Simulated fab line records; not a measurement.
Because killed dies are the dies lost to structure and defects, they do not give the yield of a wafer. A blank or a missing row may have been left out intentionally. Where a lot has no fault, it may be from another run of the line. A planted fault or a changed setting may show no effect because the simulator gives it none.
fab line records	flow nand-harc
[record] lots = 7	wafers = 18	last-day = 25
route steps=1159 shown A_WL_FILL@813 END@1159
lots that met no fault: from a run of the same line without faults
start-h: hours from the record's first day to the start of the lot's first wafer shown	wait-h: hours since the lot's step before	" same as the row above	L1.1+2: several wafers, shown together as one row	- no value, or no start given	* or withheld: withheld	< > ~ a bound
route shown NAME@n: names a module that has steps shown in the file, with the first one's number in the route	usual: mean/standard deviation taken from wafers without a fault	same: alike in all rows	chamber/n: place in a boat	sites: each site's reading	_std_site: standard deviation of those values	_edge_site: mean of outer sites minus mean of inner sites	radius-mm: how far each site lies from the wafer's centre	mask NAME#n: copy n	behind: tool/chamber where the wafer was last shaped	hold: what put the lot on hold/how long, in hours/how the hold closed	device: which transistor (n, p or np) failed to switch	end of line: at the end of the route, the tests of the same wafers	step lacking rows: just its recipe	killed: dies lost to structure and defects at the first sort, not the wafer's yield	map: a wafer's dies, marking killed ones x, the rest . and places with no die _
set.NAME: the run value of the setting; set.NAME@STEP: its run value at that earlier step	model.NAME: the simulator's own value behind a step, which no gauge read
lots at some steps of the route; a table a step, a row a wafer
services: a tool's chamber out of use, with start hour (start-h, from the record's first day; less than 0 if before it), hours out, and reason
[[steps]]
[step NHARC_A_WL_FILL_CVD_03]
[recipe] target-thk-a = 400	temp-c = 300	pressure-torr = 40	wf6-flow-sccm = 40	h2-flow-sccm = 1600	ar-flow-sccm = 1560	time-s = 3302	material = W
[usual] heater-power-w = 500/79	throttle-valve-pct = 7.8/0.51
lot.wafer	tool	chamber	start-h	wait-h	heater-power-w	throttle-valve-pct
L226.1	cvd-w-02	0	341.71	2.7	372	7.5
L226.6	"	1	343.13	4.1	587	7.6
L226.5	"	0	"	"	378	7.7
L231.3	cvd-w-01	1	385.97	6.5	540	8.8
L231.4	"	0	"	"	490	7.6
L234.3	cvd-w-02	1	394.94	7.9	574	7.1
L234.4	"	0	"	"	375	7.5
L237.4	cvd-w-02	0	423.09	1.3	376	7.7
L237.3	"	1	"	"	569	7.5
L246.2	cvd-w-02	1	457.00	3.8	580	7.3
L246.1	"	0	"	"	373	7.8
L246.6	"	0	459.31	6.1	366	7.8
L244.2	cvd-w-02	1	462.61	5.8	571	7.1
L244.4	"	0	464.01	7.2	380	7.7
L244.5	"	1	"	"	581	7.3
L248.1	cvd-w-02	0	476.13	2.5	380	7.8
L248.2	"	1	"	"	583	7.1
L248.5	"	1	478.48	4.8	579	7.4
[step NHARC_A_WL_FILL_ETCHBACK_04]
[recipe] target-depth-a = 600	time-s = 120	chemistry = NF3
[usual] drypump-motor-current-A = 5.3/0.41	oes-product-au = 0.993/0.011	run-length-s = 141.4/0.46
lot.wafer	tool	chamber	start-h	wait-h	drypump-motor-current-A	oes-product-au	rf-hours-counter-h	run-length-s
L226.1	rie-metal-01	0	344.60	2.4	6.0	1.002	0.0	140.5
L226.5	"	1	"	"	5.5	1.004	-	141.5
L226.6	"	0	"	"	6.0	1.000	-	140.6
L231.4	rie-metal-03	1	388.39	1.5	5.5	0.985	-	141.2
L231.3	"	0	"	"	5.1	0.998	-	141.6
L234.4	rie-metal-01	0	397.41	1.5	6.0	0.992	-	140.4
L234.3	"	1	"	"	5.4	1.005	-	141.6
L237.3	rie-metal-02	1	425.51	1.5	5.0	0.993	-	141.7
L237.4	"	0	"	"	4.8	0.992	-	141.7
L246.2	rie-metal-01	0	460.26	2.8	6.0	0.993	3.9	140.7
L246.1	"	1	"	"	5.4	0.990	3.9	141.5
L246.6	"	1	"	"	5.4	0.996	-	141.7
L244.2	rie-metal-01	1	465.93	2.9	5.5	0.993	4.1	141.9
L244.4	"	0	"	"	6.0	1.003	-	141.0
L244.5	"	0	"	"	6.0	0.990	-	140.5
L248.2	rie-metal-02	1	479.44	2.4	5.0	0.995	2.3	141.8
L248.1	"	0	"	"	4.8	1.008	2.7	141.7
L248.5	"	1	"	"	5.0	1.001	-	141.7
[step NHARC_A_WL_FILL_ETCHBACK_05]
[recipe] target-depth-a = 220	time-s = 60	temp-c = 40	chemistry = Cl2/BCl3
[step NHARC_A_WL_FILL_STRIP_27]
[recipe] power-w = 1500	temp-c = 250	time-s = 20	chemistry = N2/H2
[usual] drypump-motor-current-A = 5.8/0.4	heater-power-w = 303/7.3
lot.wafer	tool	chamber	start-h	wait-h	drypump-motor-current-A	heater-power-w	rf-hours-counter-h
L226.1	plasma-asher-02	1	344.97	0.1	5.3	300	52
L226.6	"	0	"	"	6.3	299	-
L226.5	"	1	"	"	5.3	294	-
L231.4	plasma-asher-02	0	388.75	0.1	6.3	297	-
L231.3	"	1	"	"	5.3	308	-
L234.3	plasma-asher-01	0	398.01	0.4	5.9	302	-
L234.4	"	1	"	"	5.5	318	-
L237.3	plasma-asher-01	1	425.88	0.2	5.5	316	-
L237.4	"	0	"	"	5.9	292	-
L246.1	plasma-asher-02	0	460.64	0.1	6.3	307	34
L246.2	"	1	"	"	5.3	311	34
L246.6	"	0	"	"	6.3	297	-
L244.2	plasma-asher-02	0	466.30	0.1	6.3	290	36
L244.4	"	1	"	"	5.3	305	-
L244.5	"	0	"	"	6.3	305	-
L248.1	plasma-asher-02	1	479.81	0.1	5.3	307	44
L248.2	"	0	"	"	6.3	298	44
L248.5	"	0	"	"	6.3	301	-
[step NHARC_A_WL_FILL_STRIP_28]
[recipe] time-s = 1200	temp-c = 72.5	chemistry = post-etch-residue-remover
[step NHARC_A_WL_FILL_PRECLEAN_06]
[recipe] time-s = 300	chemistry = DIW
[step NHARC_A_WL_FILL_SRD_07]
[step NHARC_A_WL_FILL_ANNEAL_08]
[recipe] temp-c = 450	time-s = 1800
[step NHARC_A_WL_FILL_ALD_10]
[recipe] target-thk-a = 500	pulse-time-s = 10	ald-cycles = 500	temp-c = 300	material = SiO2
[usual] heater-power-w = 464/33	precursor-pulse-height-rel = 1.000/0.02
lot.wafer	tool	chamber	start-h	wait-h	heater-power-w	precursor-pulse-height-rel
L226.1	ald-hk-02	1	352.84	1.1	476	1.021
L226.6	"	3	353.87	2.1	478	0.991
L226.5	"	0	"	"	506	0.978
L231.3	ald-hk-02	0	394.42	0.6	510	0.996
L231.4	"	1	"	"	470	0.990
L234.4	ald-hk-04	2	402.89	0.1	478	0.977
L234.3	"	1	404.42	1.6	459	0.981
L237.3	ald-hk-02	0	433.85	1.1	525	0.991
L237.4	"	1	"	"	475	0.973
L246.1	ald-hk-04	3	467.20	1.1	453	1.021
L246.2	"	1	469.27	3.2	438	1.004
L246.6	"	3	471.34	5.2	457	0.989
L244.4	ald-hk-02	1	470.98	0.7	469	0.995
L244.2	"	2	"	"	433	1.016
L244.5	"	1	473.05	2.7	481	1.001
L248.2	ald-hk-03	0	483.02	0.6	473	0.994
L248.1	"	3	484.56	2.2	454	1.021
L248.5	"	0	"	"	484	1.024
[step NHARC_A_WL_FILL_ETCHBACK_16]
[recipe] target-depth-a = 880	time-s = 17.6	c4f8-flow-sccm = withheld	o2-flow-sccm = 8	ar-flow-sccm = withheld	rf-w = 600	bias-w = 800	chemistry = C4F8/O2/Ar
[usual] oes-product-au = 0.990/0.03	rf-vpp-V = 725/4.4	run-length-s = 38.7/0.41
lot.wafer	tool	chamber	start-h	wait-h	oes-product-au	rf-hours-counter-h	rf-vpp-V	run-length-s
L226.1	rie-diel-06	3	-	-	1.005	3.7	729	39.2
L226.5	"	0	"	"	0.974	-	723	37.9
L226.6	"	1	"	"	1.004	-	716	38.4
L231.3	rie-diel-11	2	-	-	1.003	2.0	721	38.4
L231.4	"	3	"	"	1.007	2.2	729	38.6
L234.4	rie-diel-10	0	-	-	1.001	1.1	730	39.3
L234.3	"	2	"	"	0.987	1.1	721	38.9
L237.4	rie-diel-06	3	-	-	1.017	0.3	730	39.0
L237.3	"	0	"	"	0.965	0.3	722	37.9
L246.1	rie-diel-06	2	-	-	0.993	1.4	730	39.0
L246.2	"	0	"	"	0.973	1.3	720	38.6
L246.6	"	3	"	"	1.007	-	729	38.9
L244.4	rie-diel-11	1	-	-	0.925	5.3	725	38.9
L244.2	"	2	"	"	0.939	5.5	722	38.3
L244.5	"	1	"	"	0.922	-	723	38.5
L248.1	rie-diel-06	3	-	-	1.023	1.9	728	39.1
L248.2	"	0	"	"	0.983	1.7	723	37.8
L248.5	"	2	"	"	1.007	-	731	39.0
[step NHARC_A_WL_FILL_STRIP_29]
[recipe] time-s = 20	o2-flow-sccm = 500	ar-flow-sccm = 0	bias-w = 0	chemistry = O2
[step NHARC_A_WL_FILL_ETCHBACK_17]
[recipe] target-depth-a = 40	time-s = 26.7	chemistry = Cl2/BCl3
[usual] drypump-motor-current-A = 5.3/0.39	oes-product-au = 0.992/0.011	run-length-s = 48.1/0.52
lot.wafer	tool	chamber	start-h	wait-h	drypump-motor-current-A	oes-product-au	rf-hours-counter-h	run-length-s
L226.1	rie-metal-02	1	356.62	-	4.9	1.001	3.6	48.2
L226.5	"	1	"	"	4.9	1.008	-	48.3
L226.6	"	0	"	"	4.8	0.994	-	48.5
L231.3	rie-metal-03	0	398.77	-	5.1	0.998	-	47.9
L231.4	"	1	"	"	5.5	0.986	-	40.7
L234.4	rie-metal-03	1	407.74	-	5.5	0.984	-	41.1
L234.3	"	0	"	"	5.1	0.987	-	47.8
L237.3	rie-metal-03	0	437.68	-	5.1	0.988	-	48.1
L237.4	"	1	"	"	5.6	0.977	-	41.0
L246.2	rie-metal-01	0	474.11	-	6.0	0.994	4.3	47.2
L246.1	"	1	"	"	5.4	0.996	4.3	48.7
L246.6	"	0	"	"	6.0	0.996	-	47.6
L244.2	rie-metal-01	1	475.33	-	5.5	0.983	4.4	48.6
L244.4	"	1	"	"	5.5	0.999	-	48.7
L244.5	"	0	"	"	6.0	0.984	-	47.3
L248.2	rie-metal-03	1	487.83	-	5.6	0.976	1.0	47.6
L248.1	"	0	"	"	5.1	0.971	1.0	47.8
L248.5	"	0	"	"	5.1	0.973	-	48.0
[step NHARC_A_WL_FILL_PRECLEAN_18]
[recipe] time-s = 30	chemistry = dHF
[step NHARC_END_SORT_01]
[recipe] temp-c = 25
[usual] killed-at-array = 26/9.1	killed-at-other = 0.7/0.9	killed-at-periphery = 3.6/2.8	killed-dies = 30/9.2	killed-open = 3.0/1.9	killed-short = 2.0/1.4
[same] gross-dies = 677
lot.wafer	tool	chamber	start-h	wait-h	killed-at-array	killed-at-other	killed-at-periphery	killed-dies	killed-open	killed-short
L226.1	prober-01	0	444.54	2.5	23	1	4	28	2	2
L226.5	prober-01	0	447.74	3.7	27	1	5	33	2	4
L226.6	prober-01	0	448.54	4.0	25	0	4	29	4	2
L248.1	prober-02	0	585.03	2.5	40	0	4	44	5	3
L248.2	prober-02	0	585.83	2.8	40	0	6	46	3	1
L248.5	prober-02	0	588.25	3.7	25	0	1	26	2	0
// killed by level:class
L226.1 A_CHANNEL_HOLE_D1:chamber-film-flake=11 P_M0:chamber-film-flake=3 A_WL_FILL:chamber-film-flake=3 A_STAIRCASE:chamber-film-flake=2 A_CONTACT:chamber-film-flake=2 A_CHANNEL_FILL_D1:geometric-particle:open=1 A_SGD_CUT:geometric-particle:short=1 A_CONTACT:geometric-particle:short=1
L226.5 A_CHANNEL_HOLE_D1:chamber-film-flake=12 A_STAIRCASE:chamber-film-flake=7 A_WL_FILL:chamber-film-flake=3 P_M0:chamber-film-flake=2 P_CONTACT:geometric-particle:open=1 P_M0:geometric-particle:short=1 A_CHANNEL_FILL_D1:geometric-particle:open=1 A_SGD_CUT:geometric-particle:short=1
L226.6 A_CHANNEL_HOLE_D1:chamber-film-flake=8 A_WL_FILL:chamber-film-flake=6 A_CONTACT:chamber-film-flake=5 P_M0:chamber-film-flake=2 P_CONTACT:geometric-particle:open=1 P_M0:geometric-particle:open=1 A_ONON_D1:geometric-particle:open=1 A_ONON_D1:geometric-particle:short=1
L248.1 A_SLIT:chamber-film-flake=17 A_CHANNEL_HOLE_D1:chamber-film-flake=11 P_STI:chamber-film-flake=3 A_CHANNEL_FILL_D1:geometric-particle:short=2 A_CONTACT:geometric-particle:open=2 A_CHANNEL_FILL_D1:chamber-film-flake=2 P_GATE:geometric-particle:open=1 A_SOURCE_PLATE:geometric-particle:open=1
L248.2 A_SLIT:chamber-film-flake=18 A_CHANNEL_HOLE_D1:chamber-film-flake=12 A_CONTACT:chamber-film-flake=4 P_ZERO_WELL:chamber-film-flake=3 P_STI:chamber-film-flake=2 A_STAIRCASE:chamber-film-flake=2 A_WL_FILL:geometric-particle:open=1 A_CONTACT:geometric-particle:open=1
L248.5 A_SLIT:chamber-film-flake=15 A_CHANNEL_HOLE_D1:chamber-film-flake=9 P_M0:geometric-particle:open=1 A_M0:geometric-particle:open=1
[[services]]
tool	chamber	start-h	hours	kind
rie-diel-10	2	319.30	9.8	repair
rie-metal-01	-	332.00	9.0	pm
rie-metal-01	0	332.00	9.0	vent-cycle
rie-metal-01	1	332.00	9.0	vent-cycle
cvd-w-01	1	336.77	7.6	repair
rie-metal-01	0	341.00	-	clean
rie-metal-01	1	341.00	-	clean
rie-diel-10	-	353.50	9.0	pm
plasma-asher-02	-	360.00	9.0	pm
ald-hk-04	-	365.18	10.0	pm
rie-diel-11	-	366.50	9.0	pm
cvd-w-02	-	376.66	13.0	pm
rie-diel-11	0	378.64	8.6	repair
rie-metal-02	-	388.00	9.0	pm
rie-metal-01	1	401.92	3.8	repair
rie-diel-11	1	402.58	2.2	repair
rie-metal-02	-	409.06	0.7	repair
rie-diel-06	-	418.20	9.0	pm
ald-hk-03	-	451.44	0.6	repair
rie-metal-03	-	453.04	9.0	pm
ald-hk-02	-	458.40	10.0	pm
plasma-asher-01	-	461.71	9.0	pm
cvd-w-01	-	476.31	13.0	pm
rie-diel-11	3	483.62	17.8	repair
[[key]]
[first-sign] step = NHARC_A_WL_FILL_ETCHBACK_17	reading = run-length-s	direction = down	sigmas = 14	usual = *	struck = *
effect none on later readings
met-at NHARC_A_WL_FILL_ETCHBACK_17
struck-wafers L231.4,L234.4,L237.4
tester-left-out L231,L234,L237
[fault] kind = process-parameter-drift	tool = rie-metal-03	chamber = -	onset-h = 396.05	steps = NHARC_A_WL_FILL_ETCHBACK_17	channel = time-s	offset = *	shape = step	end-h = 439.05	scope = struck-wafers-only	acts-in = *	stated = *
// tester-left-out: of these lots the tester's yield and bins aren't shown, on N5 and GAA mostly nor the transistor test; their killed dies are dies lost to structure and defects alone, not to doping, threshold or leakage, so they don't give the yield
